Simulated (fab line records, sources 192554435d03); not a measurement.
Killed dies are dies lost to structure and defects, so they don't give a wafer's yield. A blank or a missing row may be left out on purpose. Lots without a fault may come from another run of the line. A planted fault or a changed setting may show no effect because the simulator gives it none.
A struck lot beside a sound one | flow n5_finfet | 15 steps out of a route of 1938
Sound: wafers L447.2, L447.3, L447.6. Struck: wafers L451.1, L451.2, L451.5. The cause comes at the end.
At each step with rows: each side's tool, then ch and its chambers, then its first start. Under that, the readings that differ: sound wafers | struck wafers | difference of the means | sigmas: that difference in standard deviations of wafers without a fault.
alike: readings whose means differ by less than 2 such deviations, and words and numbers that are the same on both sides. not compared: withheld readings, readings that some wafer has no value for, bounds like >300 that may hide the same value, and numbers for which the record gives no deviation and whose values overlap.
The two part at a step that has a row with sigmas, a row that says differs or no value, or rows on one side only. Numbers that don't overlap but have no deviation are shown without sigmas and don't part them. A reading that every wafer of one side lacks parts them only if that side has two wafers or more.

first, 1 step without rows for these wafers: N5_MOL_CONTACT_COAG_SRD_139 (time 30 s).
N5_MOL_CONTACT_COAG_CD_MEAS_101: target cd 16 nm.
  sound on cd_sem-01, day 7 11:44; struck on cd_sem-01, day 8 14:15
  alike: cd_nm
then, 1 step without rows for these wafers: N5_MOL_CONTACT_COAG_PRE_CLEAN_121.
N5_MOL_CONTACT_COAG_CVD_140: deposits W, target thk 66.5 nm, time 215 s.
  sound on cvd_w-01 ch 0,1, day 7 11:52; struck on cvd_w-02 ch 0,1, day 8 14:23
  alike: heater_power_w
then, 2 steps without rows for these wafers: N5_MOL_CONTACT_COAG_PRECLEAN_127 (cleans in DIW, time 57.5 s); N5_MOL_CONTACT_COAG_SRD_128 (dry time 32 s).
N5_MOL_CONTACT_COAG_CMP_52: polishes, stops on SiO2, t overpolish 1.5 s, target thk 66.5 nm.
  sound on cmp-01 ch 0,1,3, day 7 12:13; struck on cmp-03 ch 0,3, day 8 14:42
  alike: motor_current_A, overpolish_run_s, time_to_endpoint_s
N5_MOL_CONTACT_COAG_THK_MEAS_53:
  sound on film_metro-01, day 7 12:28; struck on film_metro-01, day 8 15:00
  alike: VIA_MOL_THK
N5_MOL_CONTACT_COAG_ANNEAL_112: time 1800 s.
  sound on hp_anneal-01 ch 0, day 7 12:30; struck on hp_anneal-01 ch 0, day 8 15:01
  alike: spike_tc_centre_C, spike_tc_upper_C, wafer_temp_C_max, zone_power_upper_pct
N5_MOL_CONTACT_COAG_INSPECT_97: inspects for defects (darkfield).
  sound on defect_inspect-02, day 7 15:34; struck on defect_inspect-02, day 8 18:03
  alike: raw_defect_count
N5_BEOL_M0_SAQP_PECVD_00: deposits SiCN from 3MS/NH3, target thk 8 nm, time 14 s.
  sound on pecvd-04 ch 1,2, day 7 15:52; struck on pecvd-03 ch 0,1,2, day 8 18:23
  alike: showerhead_plenum_p_Torr, throttle_valve_pct
N5_BEOL_M0_SAQP_ILD_DEP_01: deposits SiOC from DEMS/O2, target thk 45.419 nm, time 8.7 s.
  sound on pecvd-04 ch 1,2, day 7 15:54; struck on pecvd-03 ch 0,1,2, day 8 18:24
  no value came back on the struck wafers for any of 6 readings (chamber_pressure_Torr (Torr), heater_power_outer_w (W) and others); on the sound wafers chamber_pressure_Torr (Torr) reads 5.005 4.995 4.990
N5_BEOL_M0_SAQP_HM_DEP_02: deposits TiN, target thk 12 nm.
  sound on pvd_sputter-01, day 7 16:31; struck on pvd_sputter-03, day 8 20:20
  alike: chamber_pressure_pa, substrate_temp_c, throttle_valve_pct
N5_BEOL_M4_RC_MEAS_101:
  the record has rows for the sound wafers here (prober-02 ch 0, day 11 02:38) and none for the struck ones
-- the record jumps here: 8 days lie between the struck wafers' starts before and after (it left off in module BEOL_M4 and takes up again in module PASSIVATION, whose first step shown is number 1936 of the route) --
N5_PASSIVATION_PROBE_49:
  sound on prober-02, day 15 06:56; struck on prober-01, day 16 13:04
  reading                  | sound          | struck         | difference | sigmas
  defect_limited_yield (%) | 92.4 92.0 94.0 | 0 0 0          | -93        | -62
  killed_at_M0_to_M3       | 36 45 26       | 1073 1111 1095 | +1057      | +96
  killed_dies              | 90 94 71       | 1180 1180 1180 | +1095      | +64
  killed_on_rim            | 15 13 9        | 152 152 152    | +140       | +37
  sort_bin_5_function (%)  | 4.5 5.2 3.7    | 95.6 96.6 96.0 | +91.6      | +96
  sort_n_pass              | 1090 1086 1109 | 0 0 0          | -1095      | -61
  sort_yield_pct (%)       | 92.4 92.0 94.0 | 0 0 0          | -93        | -62
  alike: killed_at_M4_up, killed_at_contacts, killed_at_front_end, killed_at_other, killed_open, killed_short, sort_bin_6_memory

WHERE THEY PART
First at N5_BEOL_M0_SAQP_ILD_DEP_01; last, within this record, at N5_PASSIVATION_PROBE_49.

WHY: what the simulator had put in
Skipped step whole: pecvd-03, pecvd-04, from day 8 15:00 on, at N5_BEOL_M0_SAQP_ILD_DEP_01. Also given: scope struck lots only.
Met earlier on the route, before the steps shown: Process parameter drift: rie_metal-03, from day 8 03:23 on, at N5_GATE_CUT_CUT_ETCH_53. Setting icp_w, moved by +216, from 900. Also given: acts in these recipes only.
